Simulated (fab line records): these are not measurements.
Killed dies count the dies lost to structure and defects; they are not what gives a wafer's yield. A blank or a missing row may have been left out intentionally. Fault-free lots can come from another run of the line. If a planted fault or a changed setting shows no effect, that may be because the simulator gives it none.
Which tool did it? || flow n5Finfet || 72 wafers from 24 lots sampled at 5 of the route's 1938 steps

== WHAT EACH GAUGE READ, for each wafer ==
N5_BEOL_M9_THK_MEAS_01.
{"lot": "L074", "measured": "day 9 09:23", "on": "filmMetro-01", "M9_ILD_THK (nm)": "264 263 267"}
{"lot": "L075", "measured": "day 9 16:47", "on": "filmMetro-01", "M9_ILD_THK (nm)": "265 265 268"}
{"lot": "L076", "measured": "day 10 13:40", "on": "filmMetro-02", "M9_ILD_THK (nm)": "269 272 270"}
{"lot": "L080", "measured": "day 11 05:05", "on": "filmMetro-01", "M9_ILD_THK (nm)": "261 267 264"}
{"lot": "L078", "measured": "day 11 07:10", "on": "filmMetro-02", "M9_ILD_THK (nm)": "263 268 268"}
{"lot": "L077", "measured": "day 11 07:35", "on": "filmMetro-01", "M9_ILD_THK (nm)": "268 270 270"}
{"lot": "L079", "measured": "day 11 08:37", "on": "filmMetro-02", "M9_ILD_THK (nm)": "264 269 266"}
{"lot": "L082", "measured": "day 11 09:37", "on": "filmMetro-02", "M9_ILD_THK (nm)": "261 263 268"}
{"lot": "L083", "measured": "day 11 11:01", "on": "filmMetro-01", "M9_ILD_THK (nm)": "268 271 267"}
{"lot": "L081", "measured": "day 11 18:23", "on": "filmMetro-01", "M9_ILD_THK (nm)": "262 271 265"}
{"lot": "L084", "measured": "day 12 14:17", "on": "filmMetro-02", "M9_ILD_THK (nm)": "270 265 269"}
{"lot": "L085", "measured": "day 12 19:00", "on": "filmMetro-01", "M9_ILD_THK (nm)": "263 267 268"}
{"lot": "L086", "measured": "day 13 06:02", "on": "filmMetro-01", "M9_ILD_THK (nm)": "265 270 270"}
{"lot": "L088", "measured": "day 13 08:11", "on": "filmMetro-02", "M9_ILD_THK (nm)": "266 264 270"}
{"lot": "L087", "measured": "day 13 13:25", "on": "filmMetro-02", "M9_ILD_THK (nm)": "265 270 268"}
{"lot": "L089", "measured": "day 14 00:52", "on": "filmMetro-01", "M9_ILD_THK (nm)": "265 265 269"}
{"lot": "L090", "measured": "day 14 04:25", "on": "filmMetro-01", "M9_ILD_THK (nm)": "260 262 267"}
{"lot": "L091", "measured": "day 14 09:10", "on": "filmMetro-02", "M9_ILD_THK (nm)": "262 264 265"}
{"lot": "L092", "measured": "day 14 09:23", "on": "filmMetro-02", "M9_ILD_THK (nm)": "267 266 273"}
{"lot": "L093", "measured": "day 14 17:02", "on": "filmMetro-01", "M9_ILD_THK (nm)": "264 263 270"}
{"lot": "L094", "measured": "day 15 00:22", "on": "filmMetro-01", "M9_ILD_THK (nm)": "263 263 266"}
{"lot": "L095", "measured": "day 15 05:41", "on": "filmMetro-01", "M9_ILD_THK (nm)": "266 267 270"}
{"lot": "L096", "measured": "day 15 20:23", "on": "filmMetro-01", "M9_ILD_THK (nm)": "260 267 266"}
{"lot": "L097", "measured": "day 16 01:32", "on": "filmMetro-01", "M9_ILD_THK (nm)": "264 266 268"}

N5_BEOL_M9_OVL_MEAS_12.
{"lot": "L074", "measured": "day 9 12:33", "on": "overlay-02", "M9_OVL (nm)": "-1.1 -1.2 -1.4"}
{"lot": "L075", "measured": "day 9 18:07", "on": "overlay-01", "M9_OVL (nm)": "-0.9 0.2 -0.6"}
{"lot": "L076", "measured": "day 10 14:32", "on": "overlay-02", "M9_OVL (nm)": "-0.2 -0.6 -1.4"}
{"lot": "L080", "measured": "day 11 06:23", "on": "overlay-02", "M9_OVL (nm)": "-0.5 -1.0 -0.1"}
{"lot": "L078", "measured": "day 11 08:44", "on": "overlay-01", "M9_OVL (nm)": "0.0 -0.9 -0.3"}
{"lot": "L077", "measured": "day 11 09:02", "on": "overlay-02", "M9_OVL (nm)": "-0.7 -0.9 -1.1"}
{"lot": "L079", "measured": "day 11 09:14", "on": "overlay-02", "M9_OVL (nm)": "1.7 0.8 0.3"}
{"lot": "L082", "measured": "day 11 12:35", "on": "overlay-01", "M9_OVL (nm)": "-0.7 -0.9 -0.5"}
{"lot": "L083", "measured": "day 11 12:59", "on": "overlay-01", "M9_OVL (nm)": "1.9 -0.2 1.0"}
{"lot": "L081", "measured": "day 11 21:04", "on": "overlay-01", "M9_OVL (nm)": "0.2 0.8 1.4"}
{"lot": "L084", "measured": "day 12 16:26", "on": "overlay-02", "M9_OVL (nm)": "-0.2 0.2 0.2"}
{"lot": "L085", "measured": "day 12 21:10", "on": "overlay-01", "M9_OVL (nm)": "1.1 -0.1 0.3"}
{"lot": "L086", "measured": "day 13 07:22", "on": "overlay-01", "M9_OVL (nm)": "-0.2 0.7 0.4"}
{"lot": "L088", "measured": "day 13 10:50", "on": "overlay-01", "M9_OVL (nm)": "-0.8 -0.2 -1.0"}
{"lot": "L087", "measured": "day 13 14:07", "on": "overlay-02", "M9_OVL (nm)": "1.7 0.3 1.1"}
{"lot": "L089", "measured": "day 14 02:19", "on": "overlay-02", "M9_OVL (nm)": "-0.5 -0.3 0.7"}
{"lot": "L090", "measured": "day 14 06:10", "on": "overlay-02", "M9_OVL (nm)": "-0.6 0.9 0.3"}
{"lot": "L091", "measured": "day 14 10:43", "on": "overlay-02", "M9_OVL (nm)": "1.7 0.2 1.1"}
{"lot": "L092", "measured": "day 14 10:51", "on": "overlay-02", "M9_OVL (nm)": "0.3 -1.8 -0.5"}
{"lot": "L093", "measured": "day 14 18:23", "on": "overlay-01", "M9_OVL (nm)": "-0.5 -1.2 -0.2"}
{"lot": "L094", "measured": "day 15 01:01", "on": "overlay-02", "M9_OVL (nm)": "-0.8 -1.1 -0.5"}
{"lot": "L095", "measured": "day 15 06:17", "on": "overlay-01", "M9_OVL (nm)": "0.6 -0.3 -1.1"}
{"lot": "L096", "measured": "day 16 00:01", "on": "overlay-02", "M9_OVL (nm)": "1.3 1.0 1.8"}
{"lot": "L097", "measured": "day 16 03:46", "on": "overlay-01", "M9_OVL (nm)": "0.2 -0.8 -1.1"}

N5_BEOL_M10_OCD_MEAS_38.
{"lot": "L074", "measured": "day 9 23:17", "on": "ocd-02", "trenchDepthNm (nm)": "148.6 148.0 145.6"}
{"lot": "L075", "measured": "day 10 09:16", "on": "ocd-01", "trenchDepthNm (nm)": "151.2 150.7 149.7"}
{"lot": "L076", "measured": "day 11 01:40", "on": "ocd-01", "trenchDepthNm (nm)": "148.8 153.0 149.2"}
{"lot": "L080", "measured": "day 11 14:32", "on": "ocd-02", "trenchDepthNm (nm)": "149.1 147.7 148.0"}
{"lot": "L078", "measured": "day 11 21:10", "on": "ocd-01", "trenchDepthNm (nm)": "148.7 149.7 149.2"}
{"lot": "L077", "measured": "day 11 20:31", "on": "ocd-02", "trenchDepthNm (nm)": "148.1 152.0 147.5"}
{"lot": "L079", "measured": "day 11 20:46", "on": "ocd-01", "trenchDepthNm (nm)": "149.7 146.4 152.0"}
{"lot": "L082", "measured": "day 12 01:58", "on": "ocd-02", "trenchDepthNm (nm)": "148.6 146.7 148.6"}
{"lot": "L083", "measured": "day 12 01:29", "on": "ocd-02", "trenchDepthNm (nm)": "149.0 146.9 147.6"}
{"lot": "L081", "measured": "day 12 09:07", "on": "ocd-01", "trenchDepthNm (nm)": "150.7 147.6 152.0"}
{"lot": "L084", "measured": "day 13 04:16", "on": "ocd-02", "trenchDepthNm (nm)": "149.7 154.3 148.8"}
{"lot": "L085", "measured": "day 13 11:09", "on": "ocd-01", "trenchDepthNm (nm)": "148.1 150.1 150.0"}
{"lot": "L086", "measured": "day 13 17:27", "on": "ocd-01", "trenchDepthNm (nm)": "150.2 149.4 148.2"}
{"lot": "L088", "measured": "day 13 21:08", "on": "ocd-02", "trenchDepthNm (nm)": "151.4 148.7 149.9"}
{"lot": "L087", "measured": "day 14 00:34", "on": "ocd-01", "trenchDepthNm (nm)": "150.2 148.6 150.7"}
{"lot": "L089", "measured": "day 14 15:13", "on": "ocd-02", "trenchDepthNm (nm)": "155.1 149.9 145.5"}
{"lot": "L090", "measured": "day 14 18:47", "on": "ocd-01", "trenchDepthNm (nm)": "145.9 149.6 148.0"}
{"lot": "L091", "measured": "day 14 20:53", "on": "ocd-01", "trenchDepthNm (nm)": "145.2 153.8 149.8"}
{"lot": "L092", "measured": "day 14 21:21", "on": "ocd-02", "trenchDepthNm (nm)": "152.5 149.5 149.4"}
{"lot": "L093", "measured": "day 15 05:25", "on": "ocd-01", "trenchDepthNm (nm)": "149.4 149.5 149.8"}
{"lot": "L094", "measured": "day 15 18:59", "on": "ocd-01", "trenchDepthNm (nm)": "147.2 146.9 146.9"}
{"lot": "L095", "measured": "day 15 19:33", "on": "ocd-01", "trenchDepthNm (nm)": "150.6 145.7 145.9"}
{"lot": "L096", "measured": "day 16 10:25", "on": "ocd-02", "trenchDepthNm (nm)": "146.4 148.4 151.6"}
{"lot": "L097", "measured": "day 16 13:08", "on": "ocd-02", "trenchDepthNm (nm)": "150.3 146.6 150.1"}

== WHAT TOOL EACH LOT RAN ON (gives the tool, then ch and the chambers of the sampled wafers, and finally the start) ==
{"lot": "L074", "N5_BEOL_M8_CMP_52": "cmp-02 ch 0,2,3, day 9 08:19", "N5_BEOL_M10_STRIP_77": "rieDiel-03 ch 0,1, day 9 23:17 or earlier"}
{"lot": "L075", "N5_BEOL_M8_CMP_52": "cmp-01 ch 0,3, day 9 15:42", "N5_BEOL_M10_STRIP_77": "rieDiel-03 ch 0,2,3, day 10 09:16 or earlier"}
{"lot": "L076", "N5_BEOL_M8_CMP_52": "cmp-02 ch 0,2, day 10 12:33", "N5_BEOL_M10_STRIP_77": "rieDiel-04 ch 1,3, day 11 01:40 or earlier"}
{"lot": "L080", "N5_BEOL_M8_CMP_52": "cmp-01 ch 0,1,2, day 11 03:58", "N5_BEOL_M10_STRIP_77": "rieDiel-04 ch 0,3, day 11 14:32 or earlier"}
{"lot": "L078", "N5_BEOL_M8_CMP_52": "cmp-02 ch 0,2,3, day 11 06:07", "N5_BEOL_M10_STRIP_77": "rieDiel-03 ch 1,3, day 11 21:10 or earlier"}
{"lot": "L077", "N5_BEOL_M8_CMP_52": "cmp-01 ch 1,2,3, day 11 06:32", "N5_BEOL_M10_STRIP_77": "rieDiel-02 ch 0,3, day 11 20:31 or earlier"}
{"lot": "L079", "N5_BEOL_M8_CMP_52": "cmp-01 ch 1,2,3, day 11 07:32", "N5_BEOL_M10_STRIP_77": "rieDiel-04 ch 0,1,2, day 11 20:46 or earlier"}
{"lot": "L082", "N5_BEOL_M8_CMP_52": "cmp-04 ch 0,2,3, day 11 08:37", "N5_BEOL_M10_STRIP_77": "rieDiel-02 ch 0,3, day 12 01:58 or earlier"}
{"lot": "L083", "N5_BEOL_M8_CMP_52": "cmp-04 ch 0,1,3, day 11 10:01", "N5_BEOL_M10_STRIP_77": "rieDiel-03 ch 1,2,3, day 12 01:29 or earlier"}
{"lot": "L081", "N5_BEOL_M8_CMP_52": "cmp-01 ch 0,1,2, day 11 17:25", "N5_BEOL_M10_STRIP_77": "rieDiel-02 ch 1,3, day 12 09:07 or earlier"}
{"lot": "L084", "N5_BEOL_M8_CMP_52": "cmp-02 ch 1,2,3, day 12 13:12", "N5_BEOL_M10_STRIP_77": "rieDiel-04 ch 0,1,3, day 13 04:16 or earlier"}
{"lot": "L085", "N5_BEOL_M8_CMP_52": "cmp-04 ch 1,3, day 12 17:58", "N5_BEOL_M10_STRIP_77": "rieDiel-02 ch 1,2, day 13 11:09 or earlier"}
{"lot": "L086", "N5_BEOL_M8_CMP_52": "cmp-01 ch 0,2,3, day 13 04:58", "N5_BEOL_M10_STRIP_77": "rieDiel-02 ch 1,2,3, day 13 17:27 or earlier"}
{"lot": "L088", "N5_BEOL_M8_CMP_52": "cmp-02 ch 1,2,3, day 13 07:05", "N5_BEOL_M10_STRIP_77": "rieDiel-02 ch 1,2,3, day 13 21:08 or earlier"}
{"lot": "L087", "N5_BEOL_M8_CMP_52": "cmp-04 ch 0,2, day 13 12:23", "N5_BEOL_M10_STRIP_77": "rieDiel-03 ch 2,3, day 14 00:34 or earlier"}
{"lot": "L089", "N5_BEOL_M8_CMP_52": "cmp-02 ch 1,2,3, day 13 23:50", "N5_BEOL_M10_STRIP_77": "rieDiel-04 ch 1,2,3, day 14 15:13 or earlier"}
{"lot": "L090", "N5_BEOL_M8_CMP_52": "cmp-01 ch 0,1,2, day 14 03:24", "N5_BEOL_M10_STRIP_77": "rieDiel-03 ch 0,1, day 14 18:47 or earlier"}
{"lot": "L091", "N5_BEOL_M8_CMP_52": "cmp-01 ch 0,1,3, day 14 08:04", "N5_BEOL_M10_STRIP_77": "rieDiel-04 ch 0,1,2, day 14 20:53 or earlier"}
{"lot": "L092", "N5_BEOL_M8_CMP_52": "cmp-02 ch 0,1,2, day 14 08:19", "N5_BEOL_M10_STRIP_77": "rieDiel-03 ch 0,1,2, day 14 21:21 or earlier"}
{"lot": "L093", "N5_BEOL_M8_CMP_52": "cmp-04 ch 0,3, day 14 15:55", "N5_BEOL_M10_STRIP_77": "rieDiel-03 ch 2,3, day 15 05:25 or earlier"}
{"lot": "L094", "N5_BEOL_M8_CMP_52": "cmp-04 ch 0,1,3, day 14 23:15", "N5_BEOL_M10_STRIP_77": "rieDiel-03 ch 1,2,3, day 15 18:59 or earlier"}
{"lot": "L095", "N5_BEOL_M8_CMP_52": "cmp-04 ch 1,2,3, day 15 04:07", "N5_BEOL_M10_STRIP_77": "rieDiel-02 ch 0,1,3, day 15 19:33 or earlier"}
{"lot": "L096", "N5_BEOL_M8_CMP_52": "cmp-02 ch 2,3, day 15 18:49", "N5_BEOL_M10_STRIP_77": "rieDiel-04 ch 0,1,3, day 16 10:25 or earlier"}
{"lot": "L097", "N5_BEOL_M8_CMP_52": "cmp-02 ch 0,2, day 16 00:29", "N5_BEOL_M10_STRIP_77": "rieDiel-04 ch 0,2,3, day 16 13:08 or earlier"}
- N5_BEOL_M8_CMP_52: polishes, stops on SiCOH lowk, t overpolish 6.9 s, target thk 80 nm.
- N5_BEOL_M10_STRIP_77: strips in N2/H2, time 10 s.

== AS READ BY THE TOOLS THEMSELVES (means over the sampled wafers that have a number; for cases with no such wafer, the mark the record gives instead) ==
N5_BEOL_M8_CMP_52.
{"lot": "L074", "tool": "cmp-02", "barrierFieldEndpointS (s)": 29.9, "clearingPlatenDownForcePsi (psi)": 1.5017, "edgeZonePressureFrac": 0.999, "motorCurrentA (A)": 6.0, "overpolishRunS (s)": 6.897, "timeToEndpointS (s)": 63.8}
{"lot": "L075", "tool": "cmp-01", "barrierFieldEndpointS (s)": 29.1, "clearingPlatenDownForcePsi (psi)": 1.4999, "edgeZonePressureFrac": 1.003, "motorCurrentA (A)": 5.0, "overpolishRunS (s)": 6.896, "timeToEndpointS (s)": 59.8}
{"lot": "L076", "tool": "cmp-02", "barrierFieldEndpointS (s)": 29.9, "clearingPlatenDownForcePsi (psi)": 1.5015, "edgeZonePressureFrac": 1.005, "motorCurrentA (A)": 6.7, "overpolishRunS (s)": 6.897, "timeToEndpointS (s)": 69.6}
{"lot": "L080", "tool": "cmp-01", "barrierFieldEndpointS (s)": 29.3, "clearingPlatenDownForcePsi (psi)": 1.5003, "edgeZonePressureFrac": 1.004, "motorCurrentA (A)": 5.6, "overpolishRunS (s)": 6.899, "timeToEndpointS (s)": 63.4}
{"lot": "L078", "tool": "cmp-02", "barrierFieldEndpointS (s)": 29.5, "clearingPlatenDownForcePsi (psi)": 1.4989, "edgeZonePressureFrac": 1.001, "motorCurrentA (A)": 6.1, "overpolishRunS (s)": 6.901, "timeToEndpointS (s)": 65.0}
{"lot": "L077", "tool": "cmp-01", "barrierFieldEndpointS (s)": 29.9, "clearingPlatenDownForcePsi (psi)": 1.5006, "edgeZonePressureFrac": 1.005, "motorCurrentA (A)": 5.4, "overpolishRunS (s)": 6.904, "timeToEndpointS (s)": 65.7}
{"lot": "L079", "tool": "cmp-01", "barrierFieldEndpointS (s)": 29.7, "clearingPlatenDownForcePsi (psi)": 1.5003, "edgeZonePressureFrac": 1.002, "motorCurrentA (A)": 5.4, "overpolishRunS (s)": 6.898, "timeToEndpointS (s)": 63.7}
{"lot": "L082", "tool": "cmp-04", "barrierFieldEndpointS (s)": 29.1, "clearingPlatenDownForcePsi (psi)": 1.4991, "edgeZonePressureFrac": 1.005, "motorCurrentA (A)": 5.8, "overpolishRunS (s)": 6.894, "timeToEndpointS (s)": 64.4}
{"lot": "L083", "tool": "cmp-04", "barrierFieldEndpointS (s)": 29.5, "clearingPlatenDownForcePsi (psi)": 1.5004, "edgeZonePressureFrac": 0.998, "motorCurrentA (A)": 5.6, "overpolishRunS (s)": 6.892, "timeToEndpointS (s)": 62.6}
{"lot": "L081", "tool": "cmp-01", "barrierFieldEndpointS (s)": 30.2, "clearingPlatenDownForcePsi (psi)": 1.4988, "edgeZonePressureFrac": 1.004, "motorCurrentA (A)": 5.8, "overpolishRunS (s)": 6.897, "timeToEndpointS (s)": 65.8}
{"lot": "L084", "tool": "cmp-02", "barrierFieldEndpointS (s)": 29.5, "clearingPlatenDownForcePsi (psi)": 1.5000, "edgeZonePressureFrac": 0.997, "motorCurrentA (A)": 5.9, "overpolishRunS (s)": 6.905, "timeToEndpointS (s)": 63.4}
{"lot": "L085", "tool": "cmp-04", "barrierFieldEndpointS (s)": 29.0, "clearingPlatenDownForcePsi (psi)": 1.5000, "edgeZonePressureFrac": 0.993, "motorCurrentA (A)": 5.3, "overpolishRunS (s)": 6.893, "timeToEndpointS (s)": 62.5}
{"lot": "L086", "tool": "cmp-01", "barrierFieldEndpointS (s)": 29.2, "clearingPlatenDownForcePsi (psi)": 1.4991, "edgeZonePressureFrac": 1.000, "motorCurrentA (A)": 5.3, "overpolishRunS (s)": 6.898, "timeToEndpointS (s)": 64.4}
{"lot": "L088", "tool": "cmp-02", "barrierFieldEndpointS (s)": 28.9, "clearingPlatenDownForcePsi (psi)": 1.5019, "edgeZonePressureFrac": 0.999, "motorCurrentA (A)": 5.9, "overpolishRunS (s)": 6.900, "timeToEndpointS (s)": 60.9}
{"lot": "L087", "tool": "cmp-04", "barrierFieldEndpointS (s)": 29.6, "clearingPlatenDownForcePsi (psi)": 1.5003, "edgeZonePressureFrac": 0.997, "motorCurrentA (A)": 6.2, "overpolishRunS (s)": 6.907, "timeToEndpointS (s)": 63.2}
{"lot": "L089", "tool": "cmp-02", "barrierFieldEndpointS (s)": 29.7, "clearingPlatenDownForcePsi (psi)": 1.4992, "edgeZonePressureFrac": 0.998, "motorCurrentA (A)": 5.9, "overpolishRunS (s)": 6.904, "timeToEndpointS (s)": 64.7}
{"lot": "L090", "tool": "cmp-01", "barrierFieldEndpointS (s)": 29.2, "clearingPlatenDownForcePsi (psi)": 1.4992, "edgeZonePressureFrac": 0.994, "motorCurrentA (A)": 5.5, "overpolishRunS (s)": 6.900, "timeToEndpointS (s)": 63.5}
{"lot": "L091", "tool": "cmp-01", "barrierFieldEndpointS (s)": 29.2, "clearingPlatenDownForcePsi (psi)": 1.5000, "edgeZonePressureFrac": 0.998, "motorCurrentA (A)": 5.3, "overpolishRunS (s)": 6.907, "timeToEndpointS (s)": 61.2}
{"lot": "L092", "tool": "cmp-02", "barrierFieldEndpointS (s)": 29.8, "clearingPlatenDownForcePsi (psi)": 1.5034, "edgeZonePressureFrac": 0.999, "motorCurrentA (A)": 6.2, "overpolishRunS (s)": 6.900, "timeToEndpointS (s)": 68.0}
{"lot": "L093", "tool": "cmp-04", "barrierFieldEndpointS (s)": 28.5, "clearingPlatenDownForcePsi (psi)": 1.5020, "edgeZonePressureFrac": 0.996, "motorCurrentA (A)": 5.8, "overpolishRunS (s)": 6.901, "timeToEndpointS (s)": 62.7}
{"lot": "L094", "tool": "cmp-04", "barrierFieldEndpointS (s)": 29.5, "clearingPlatenDownForcePsi (psi)": 1.5019, "edgeZonePressureFrac": 1.005, "motorCurrentA (A)": 5.7, "overpolishRunS (s)": 6.906, "timeToEndpointS (s)": 63.5}
{"lot": "L095", "tool": "cmp-04", "barrierFieldEndpointS (s)": 28.0, "clearingPlatenDownForcePsi (psi)": 1.5003, "edgeZonePressureFrac": 1.003, "motorCurrentA (A)": 5.6, "overpolishRunS (s)": 6.898, "timeToEndpointS (s)": 58.9}
{"lot": "L096", "tool": "cmp-02", "barrierFieldEndpointS (s)": 28.6, "clearingPlatenDownForcePsi (psi)": 1.4964, "edgeZonePressureFrac": 1.002, "motorCurrentA (A)": 5.6, "overpolishRunS (s)": 6.901, "timeToEndpointS (s)": 62.1}
{"lot": "L097", "tool": "cmp-02", "barrierFieldEndpointS (s)": 29.0, "clearingPlatenDownForcePsi (psi)": 1.4998, "edgeZonePressureFrac": 0.998, "motorCurrentA (A)": 6.5, "overpolishRunS (s)": 6.905, "timeToEndpointS (s)": 64.3}

N5_BEOL_M10_STRIP_77.
{"lot": "L074", "tool": "rieDiel-03", "chamberPressureMTorr (mTorr)": 19.994, "drypumpMotorCurrentA (A)": 5.4, "oesProductAu (a.u.)": 0.78, "rfVppV (V)": 59.6, "showerheadPlenumPTorr (Torr)": 2.56, "throttleValvePct (%)": 23.56}
{"lot": "L075", "tool": "rieDiel-03", "chamberPressureMTorr (mTorr)": 20.000, "drypumpMotorCurrentA (A)": 5.6, "oesProductAu (a.u.)": 0.81, "rfVppV (V)": 59.4, "showerheadPlenumPTorr (Torr)": 2.58, "throttleValvePct (%)": 23.56}
{"lot": "L076", "tool": "rieDiel-04", "chamberPressureMTorr (mTorr)": 20.002, "drypumpMotorCurrentA (A)": 6.4, "oesProductAu (a.u.)": 0.88, "rfVppV (V)": 59.5, "showerheadPlenumPTorr (Torr)": 2.54, "throttleValvePct (%)": 23.46}
{"lot": "L080", "tool": "rieDiel-04", "chamberPressureMTorr (mTorr)": 19.988, "drypumpMotorCurrentA (A)": 6.6, "oesProductAu (a.u.)": 0.87, "rfVppV (V)": 59.3, "showerheadPlenumPTorr (Torr)": 2.67, "throttleValvePct (%)": 23.70}
{"lot": "L078", "tool": "rieDiel-03", "chamberPressureMTorr (mTorr)": 20.005, "drypumpMotorCurrentA (A)": 5.4, "oesProductAu (a.u.)": 0.84, "rfVppV (V)": 59.3, "showerheadPlenumPTorr (Torr)": 2.61, "throttleValvePct (%)": 23.36}
{"lot": "L077", "tool": "rieDiel-02", "chamberPressureMTorr (mTorr)": 19.999, "drypumpMotorCurrentA (A)": 5.4, "oesProductAu (a.u.)": 0.70, "rfVppV (V)": 59.0, "showerheadPlenumPTorr (Torr)": 2.42, "throttleValvePct (%)": 23.45}
{"lot": "L079", "tool": "rieDiel-04", "chamberPressureMTorr (mTorr)": 19.994, "drypumpMotorCurrentA (A)": 6.2, "oesProductAu (a.u.)": 0.93, "rfVppV (V)": 59.4, "showerheadPlenumPTorr (Torr)": 2.64, "throttleValvePct (%)": 23.40}
{"lot": "L082", "tool": "rieDiel-02", "chamberPressureMTorr (mTorr)": 20.012, "drypumpMotorCurrentA (A)": 5.5, "oesProductAu (a.u.)": 0.70, "rfVppV (V)": 58.6, "showerheadPlenumPTorr (Torr)": 2.47, "throttleValvePct (%)": 23.57}
{"lot": "L083", "tool": "rieDiel-03", "chamberPressureMTorr (mTorr)": 20.018, "drypumpMotorCurrentA (A)": 5.5, "oesProductAu (a.u.)": 0.82, "rfVppV (V)": 59.2, "showerheadPlenumPTorr (Torr)": 2.59, "throttleValvePct (%)": 23.36}
{"lot": "L081", "tool": "rieDiel-02", "chamberPressureMTorr (mTorr)": 19.999, "drypumpMotorCurrentA (A)": 5.8, "oesProductAu (a.u.)": 0.70, "rfVppV (V)": 58.7, "showerheadPlenumPTorr (Torr)": 2.54, "throttleValvePct (%)": 23.71}
{"lot": "L084", "tool": "rieDiel-04", "chamberPressureMTorr (mTorr)": 20.006, "drypumpMotorCurrentA (A)": 6.5, "oesProductAu (a.u.)": 0.86, "rfVppV (V)": 59.9, "showerheadPlenumPTorr (Torr)": 2.58, "throttleValvePct (%)": 23.51}
{"lot": "L085", "tool": "rieDiel-02", "chamberPressureMTorr (mTorr)": 20.005, "drypumpMotorCurrentA (A)": 5.5, "oesProductAu (a.u.)": 0.96, "rfVppV (V)": 59.1, "showerheadPlenumPTorr (Torr)": 2.62, "throttleValvePct (%)": 23.85}
{"lot": "L086", "tool": "rieDiel-02", "chamberPressureMTorr (mTorr)": 20.013, "drypumpMotorCurrentA (A)": 5.8, "oesProductAu (a.u.)": 0.86, "rfVppV (V)": 59.9, "showerheadPlenumPTorr (Torr)": 2.58, "throttleValvePct (%)": 23.73}
{"lot": "L088", "tool": "rieDiel-02", "chamberPressureMTorr (mTorr)": 20.003, "drypumpMotorCurrentA (A)": 5.7, "oesProductAu (a.u.)": 0.86, "rfVppV (V)": 59.2, "showerheadPlenumPTorr (Torr)": 2.57, "throttleValvePct (%)": 23.73}
{"lot": "L087", "tool": "rieDiel-03", "chamberPressureMTorr (mTorr)": 19.992, "drypumpMotorCurrentA (A)": 5.6, "oesProductAu (a.u.)": 0.84, "rfVppV (V)": 58.8, "showerheadPlenumPTorr (Torr)": 2.63, "throttleValvePct (%)": 23.39}
{"lot": "L089", "tool": "rieDiel-04", "chamberPressureMTorr (mTorr)": 20.013, "drypumpMotorCurrentA (A)": 6.1, "oesProductAu (a.u.)": 0.87, "rfVppV (V)": 59.1, "showerheadPlenumPTorr (Torr)": 2.58, "throttleValvePct (%)": 23.39}
{"lot": "L090", "tool": "rieDiel-03", "chamberPressureMTorr (mTorr)": 20.012, "drypumpMotorCurrentA (A)": 5.4, "oesProductAu (a.u.)": 0.76, "rfVppV (V)": 58.6, "showerheadPlenumPTorr (Torr)": 2.54, "throttleValvePct (%)": 23.60}
{"lot": "L091", "tool": "rieDiel-04", "chamberPressureMTorr (mTorr)": 19.990, "drypumpMotorCurrentA (A)": 6.2, "oesProductAu (a.u.)": 0.88, "rfVppV (V)": 59.6, "showerheadPlenumPTorr (Torr)": 2.63, "throttleValvePct (%)": 23.43}
{"lot": "L092", "tool": "rieDiel-03", "chamberPressureMTorr (mTorr)": 20.003, "drypumpMotorCurrentA (A)": 5.4, "oesProductAu (a.u.)": 0.75, "rfVppV (V)": 58.8, "showerheadPlenumPTorr (Torr)": 2.53, "throttleValvePct (%)": 23.61}
{"lot": "L093", "tool": "rieDiel-03", "chamberPressureMTorr (mTorr)": 19.997, "drypumpMotorCurrentA (A)": 5.5, "oesProductAu (a.u.)": 0.79, "rfVppV (V)": 59.0, "showerheadPlenumPTorr (Torr)": 2.57, "throttleValvePct (%)": 23.38}
{"lot": "L094", "tool": "rieDiel-03", "chamberPressureMTorr (mTorr)": 19.999, "drypumpMotorCurrentA (A)": 5.5, "oesProductAu (a.u.)": 0.78, "rfVppV (V)": 59.5, "showerheadPlenumPTorr (Torr)": 2.58, "throttleValvePct (%)": 23.39}
{"lot": "L095", "tool": "rieDiel-02", "chamberPressureMTorr (mTorr)": 19.997, "drypumpMotorCurrentA (A)": 5.7, "oesProductAu (a.u.)": 0.84, "rfVppV (V)": 60.2, "showerheadPlenumPTorr (Torr)": 2.60, "throttleValvePct (%)": 23.39}
{"lot": "L096", "tool": "rieDiel-04", "chamberPressureMTorr (mTorr)": 19.999, "drypumpMotorCurrentA (A)": 6.5, "oesProductAu (a.u.)": 0.83, "rfVppV (V)": 59.8, "showerheadPlenumPTorr (Torr)": 2.58, "throttleValvePct (%)": 23.54}
{"lot": "L097", "tool": "rieDiel-04", "chamberPressureMTorr (mTorr)": 20.001, "drypumpMotorCurrentA (A)": 6.2, "oesProductAu (a.u.)": 0.83, "rfVppV (V)": 59.4, "showerheadPlenumPTorr (Torr)": 2.65, "throttleValvePct (%)": 23.59}

== THE ANSWER, worked out from the rows above alone ==
Rule: what is usual is taken from the lots themselves. Put in order of their means at a reading, lots are off if they are a third of the lots or fewer, leave a main group of 4 or more, and stand apart from it by a gap of 3 or more times the standard deviation of the main group's means; of several such gaps the widest counts. The tables above print the reading to a certain number of digits; a main group whose means all agree to those digits is not used. A lot without any number at a reading at which 4 lots or more have one is off too. Where the step has rows for the other lots, those lots are counted as sound. First the gauges in route order, then the tools' own readings, where a lot's mean is used as printed above. At the first step where some lot is off, the reading lying furthest off is the one used; lots without a number count as furthest.
None of the lots is off at any reading shown; this tells nothing.

== WHAT HAD BEEN PUT IN BY THE SIMULATOR ==
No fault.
